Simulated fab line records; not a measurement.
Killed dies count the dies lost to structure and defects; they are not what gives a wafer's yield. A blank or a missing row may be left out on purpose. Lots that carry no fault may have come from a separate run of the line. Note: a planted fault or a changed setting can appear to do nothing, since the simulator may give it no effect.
Matching of chambers / flow n5-finfet / rie-diel-03 running N5_FIN_SAQP_DESCUM_21: 4 sister chambers
The step chemistry O2, time 7.9 s. 14 wafers are shown with their chamber, then 7 later ones without.

WAFERS PAIRED WITH THEIR CHAMBERS
wafer=L074.1; chamber=3; showerhead-plenum-p-Torr (Torr)=1.99; drypump-motor-current-A (A)=6.0; throttle-valve-pct (%)=20.43
wafer=L074.5; chamber=0; showerhead-plenum-p-Torr (Torr)=2.10; drypump-motor-current-A (A)=5.0; throttle-valve-pct (%)=20.09
wafer=L074.6; chamber=3; showerhead-plenum-p-Torr (Torr)=1.99; drypump-motor-current-A (A)=5.9; throttle-valve-pct (%)=20.41
wafer=L077.2; chamber=3; showerhead-plenum-p-Torr (Torr)=1.99; drypump-motor-current-A (A)=6.0; throttle-valve-pct (%)=20.43
wafer=L077.3; chamber=1; showerhead-plenum-p-Torr (Torr)=2.04; drypump-motor-current-A (A)=6.3; throttle-valve-pct (%)=20.53
wafer=L077.6; chamber=2; showerhead-plenum-p-Torr (Torr)=1.99; drypump-motor-current-A (A)=5.7; throttle-valve-pct (%)=20.63
wafer=L081.2; chamber=0; showerhead-plenum-p-Torr (Torr)=2.09; drypump-motor-current-A (A)=5.0; throttle-valve-pct (%)=20.11
wafer=L081.5; chamber=3; showerhead-plenum-p-Torr (Torr)=1.99; drypump-motor-current-A (A)=6.0; throttle-valve-pct (%)=20.46
wafer=L081.6; chamber=0; showerhead-plenum-p-Torr (Torr)=2.09; drypump-motor-current-A (A)=5.0; throttle-valve-pct (%)=20.13
wafer=L084.2; chamber=0; showerhead-plenum-p-Torr (Torr)=2.09; drypump-motor-current-A (A)=5.0; throttle-valve-pct (%)=20.13
wafer=L084.3; chamber=2; showerhead-plenum-p-Torr (Torr)=1.99; drypump-motor-current-A (A)=5.8; throttle-valve-pct (%)=20.65
wafer=L084.6; chamber=2; showerhead-plenum-p-Torr (Torr)=1.99; drypump-motor-current-A (A)=5.8; throttle-valve-pct (%)=20.64
wafer=L090.1; chamber=1; showerhead-plenum-p-Torr (Torr)=2.04; drypump-motor-current-A (A)=6.3; throttle-valve-pct (%)=20.57
wafer=L090.4; chamber=2; showerhead-plenum-p-Torr (Torr)=1.99; drypump-motor-current-A (A)=5.7; throttle-valve-pct (%)=20.66

SIGNATURES (averages over the wafers above)
reading=showerhead-plenum-p-Torr; chamber 0=2.0925; chamber 1=2.0400; chamber 2=1.9900; chamber 3=1.9900; scatter within a chamber=0.00274
reading=drypump-motor-current-A; chamber 0=5.000; chamber 1=6.300; chamber 2=5.750; chamber 3=5.975; scatter within a chamber=0.0418
reading=throttle-valve-pct; chamber 0=20.1150; chamber 1=20.5500; chamber 2=20.6450; chamber 3=20.4325; scatter within a chamber=0.0192
Rule: a wafer's distance from a chamber is the root of the sum, over the readings, of the square of ((its reading less the chamber's mean) divided by the reading's scatter). The wafer belongs to the nearest chamber; if the next one is less than 2 further off, it can't be placed. How the scatter is found: for the shown wafers, subtract from each reading the mean of its chamber, square and add these, divide the total by (wafers less chambers), then take the root.

WAFERS WITHOUT THEIR CHAMBER
wafer=L090.5; showerhead-plenum-p-Torr (Torr)=2.04; drypump-motor-current-A (A)=6.3; throttle-valve-pct (%)=20.57
wafer=L091.2; showerhead-plenum-p-Torr (Torr)=1.98; drypump-motor-current-A (A)=5.7; throttle-valve-pct (%)=20.66
wafer=L091.3; showerhead-plenum-p-Torr (Torr)=2.08; drypump-motor-current-A (A)=5.0; throttle-valve-pct (%)=20.16
wafer=L091.4; showerhead-plenum-p-Torr (Torr)=2.03; drypump-motor-current-A (A)=6.3; throttle-valve-pct (%)=20.57
wafer=L096.3; showerhead-plenum-p-Torr (Torr)=1.98; drypump-motor-current-A (A)=6.0; throttle-valve-pct (%)=20.48
wafer=L096.4; showerhead-plenum-p-Torr (Torr)=1.98; drypump-motor-current-A (A)=5.7; throttle-valve-pct (%)=20.67
wafer=L096.5; showerhead-plenum-p-Torr (Torr)=1.98; drypump-motor-current-A (A)=5.9; throttle-valve-pct (%)=20.48

EACH ONE'S CHAMBER
wafer=L090.5; from the rows above=1; in truth=1
wafer=L091.2; from the rows above=2; in truth=2
wafer=L091.3; from the rows above=0; in truth=0
wafer=L091.4; from the rows above=1; in truth=1
wafer=L096.3; from the rows above=3; in truth=3
wafer=L096.4; from the rows above=2; in truth=2
wafer=L096.5; from the rows above=3; in truth=3
7 of 7 placed correctly. Not placeable from these rows: 0. Wrongly placed: 0.
